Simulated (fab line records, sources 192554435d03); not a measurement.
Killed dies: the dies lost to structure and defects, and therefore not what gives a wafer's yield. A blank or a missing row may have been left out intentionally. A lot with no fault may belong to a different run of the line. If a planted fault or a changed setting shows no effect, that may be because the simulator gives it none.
A lot that was struck, set against a sound lot :: flow n5-finfet :: 15 out of 1938 route steps
Sound: these wafers, L245.1, L245.4, L245.6. Wafers L268.3, L268.5 were the ones struck. At the end, the cause is stated.
Order at every step that has rows: each side's tool, ch and its chambers, its first start. Under that, the readings that differ: sound wafers :: struck wafers :: difference of the means :: sigmas: that difference in standard deviations of wafers without a fault.
alike: readings whose means differ by less than 2 such deviations, and words and numbers that are the same on both sides. not compared: withheld readings, readings that some wafer has no value for, bounds like >300 that may hide the same value, and numbers for which the record gives no deviation and whose values overlap.
A row with sigmas, a row that says differs or no value, or rows on one side alone: a step with any of these is where the two part. Non-overlapping numbers with no deviation appear without sigmas and do not part them. A reading that every wafer of one side lacks parts them only if that side has two wafers or more.

first, 10 steps without rows for these wafers: N5_MOL_CONTACT_COAG_DESCUM_88 (chemistry O2, time 7 s); N5_MOL_CONTACT_COAG_ETCH_89 (etches underlayer in N2/H2, target depth 13 nm, time 10.4 s); N5_MOL_CONTACT_COAG_ETCH_90 (etches SiARC in CF4, target depth 13 nm, time 21.7 s); N5_MOL_CONTACT_COAG_ALD_131 (deposits SiO2, target thk 5 nm, pulse time 1 s, co reactant pulse time 1 s); N5_MOL_CONTACT_COAG_ETCHBACK_132 (etches SiO2 in CHF3, target depth 10 nm, time 6.7 s); N5_MOL_CONTACT_COAG_ETCH_91 (etches SOC in N2/H2, target depth 60 nm, overetch 21 nm, time 101.2 s); N5_MOL_CONTACT_COAG_STRIP_92 (strips in N2/H2); N5_MOL_CONTACT_COAG_STRIP_93 (strips in N2/H2); N5_MOL_CONTACT_COAG_ETCHBACK_135 (etches SiO2 in CHF3, target depth 25 nm, time 16.7 s); N5_MOL_CONTACT_COAG_STRIP_118 (strips in CHF3).
N5_MOL_CONTACT_COAG_VIA_ETCH_46: etches SiO2 in C4F6/O2, target depth 46 nm, overetch 9.2 nm, time 40 s.
  sound on rie-diel-06 ch 0,1,2, day 5 05:55; struck on rie-diel-06 ch 0,3, day 10 19:10
reading: oes-product-au (a.u.)
sound: 0.67 0.64 0.69
struck: 0.55 0.55
difference: -0.12
sigmas: -2

reading: model.etch.depth-nm (nm)
sound: 45.45 45.85 46.46
struck: 34.12 33.99
difference: -11.87
sigmas: 

reading: model.SOC_of_MOL_CONTACT_COAG_COAT_75.thk-nm (nm)
sound: 50.4 50.4 50.6
struck: 53.2 53.2
difference: +2.7
sigmas: 
  alike: chamber-pressure-mTorr, drypump-motor-current-A, mfc-ar-sccm, oes_f_703_au, rf-vpp-V, showerhead-plenum-p-Torr, throttle-valve-pct
  not compared: rf-hours-counter-h
then, 1 step without rows for these wafers: N5_MOL_CONTACT_COAG_STRIP_96 (strips in N2/H2).
N5_MOL_CONTACT_COAG_ETCH_47: etches SiNx in CH3F/O2, stops on W, target depth 27 nm.
  sound on rie-diel-06 ch 0,1,2, day 5 06:01; struck on rie-diel-06 ch 0,3, day 10 19:16
reading: etch-rf-on-time-s (s)
sound: 32.0 31.3 31.7
struck: 50.8 50.8
difference: +19.1
sigmas: +39

reading: oes-product-au (a.u.)
sound: 0.67 0.63 0.67
struck: 0.27 0.27
difference: -0.39
sigmas: -7

reading: model.etch.over-etch-s (s)
sound: 5.332 5.219 5.278
struck: 0 0
difference: -5
sigmas: 
  alike: chamber-pressure-mTorr, drypump-motor-current-A, mfc-ar-sccm, oes_f_703_au, rf-vpp-V, showerhead-plenum-p-Torr, throttle-valve-pct
  not compared: rf-hours-counter-h
then, 1 step without rows for these wafers: N5_MOL_CONTACT_COAG_STRIP_119 (strips in N2/H2, time 30 s).
-- a jump in the record: the struck wafers' starts before and after are 7 days apart (it breaks off in module MOL_CONTACT_COAG and resumes in module PASSIVATION, where the first step shown is number 1936 of the route) --
N5_PASSIVATION_PROBE_49:
  rows exist in the record for the struck wafers here (prober-02, day 18 04:32), but not for the sound ones

== WHERE THEY PART ==
At N5_MOL_CONTACT_COAG_VIA_ETCH_46 first; at N5_PASSIVATION_PROBE_49 last (within this record only).

WHY: what had been put in by the simulator
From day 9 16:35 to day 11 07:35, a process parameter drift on rie-diel-06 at N5_MOL_CONTACT_COAG_VIA_ETCH_46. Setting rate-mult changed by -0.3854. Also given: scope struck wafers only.
